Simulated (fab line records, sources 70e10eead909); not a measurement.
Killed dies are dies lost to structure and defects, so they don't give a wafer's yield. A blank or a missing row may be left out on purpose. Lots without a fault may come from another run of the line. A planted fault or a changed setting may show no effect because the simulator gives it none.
Chamber matching | flow nand_harc | NHARC_P_GATE_ALD_36 on ald_sin-03: 4 sister chambers
The step deposits SiNx, target thk 20 nm, pulse time 60 s, ald cycles 223. 16 wafers are shown with their chamber, then 8 later ones without.

WAFERS WITH THEIR CHAMBER
wafer  | chamber | heater_power_w (W) | precursor_pulse_height_rel
L075.1 | 0       | 723                | 1.019
L075.4 | 1       | 767                | 0.982
L075.6 | 0       | 726                | 0.981
L078.2 | 3       | 1077               | 0.986
L078.1 | 0       | 717                | 0.985
L078.6 | 3       | 1096               | 0.999
L081.3 | 0       | 691                | 0.996
L081.1 | 1       | 756                | 1.012
L081.5 | 0       | 707                | 0.989
L084.4 | 1       | 749                | 0.996
L084.1 | 3       | 1146               | 0.973
L084.6 | 0       | 710                | 1.004
L086.2 | 2       | 873                | 0.993
L086.1 | 0       | 729                | 0.996
L086.5 | 3       | 1130               | 1.022
L090.2 | 0       | 706                | 1.005

SIGNATURES (means of the wafers above)
reading                    | chamber 0 | chamber 1 | chamber 2 | chamber 3 | scatter within a chamber
heater_power_w             | 713.62    | 757.33    | 873.00    | 1112.25   | 18.8
precursor_pulse_height_rel | 0.99687   | 0.99667   | 0.99300   | 0.99500   | 0.0153
Rule: a wafer's distance from a chamber is the root of the sum, over the readings, of the square of ((its reading less the chamber's mean) divided by the reading's scatter). The wafer belongs to the nearest chamber; if the next one is less than 2 further off, it can't be placed. The scatter: the root of (the sum of the squares of (reading less its chamber's mean) over the shown wafers, divided by (wafers less chambers)).

WAFERS WITHOUT THEIR CHAMBER
wafer  | heater_power_w (W) | precursor_pulse_height_rel
L090.5 | 722                | 1.027
L090.6 | 746                | 1.016
L093.4 | 1181               | 0.988
L093.5 | 720                | 0.999
L093.6 | 741                | 0.996
L096.1 | 867                | 1.001
L096.4 | 707                | 0.969
L096.6 | 751                | 1.035

WHICH CHAMBER EACH WENT THROUGH
wafer  | from the rows above     | in truth
L090.5 | can't be placed: 0 or 1 | 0
L090.6 | can't be placed: 1 or 0 | 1
L093.4 | 3                       | 3
L093.5 | can't be placed: 0 or 1 | 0
L093.6 | can't be placed: 1 or 0 | 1
L096.1 | 2                       | 2
L096.4 | can't be placed: 0 or 1 | 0
L096.6 | can't be placed: 1 or 0 | 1
Placed correctly: 2 of 8. Can't be placed from these rows: 6 (the true chamber is among the candidates in 6). Placed wrongly: 0.
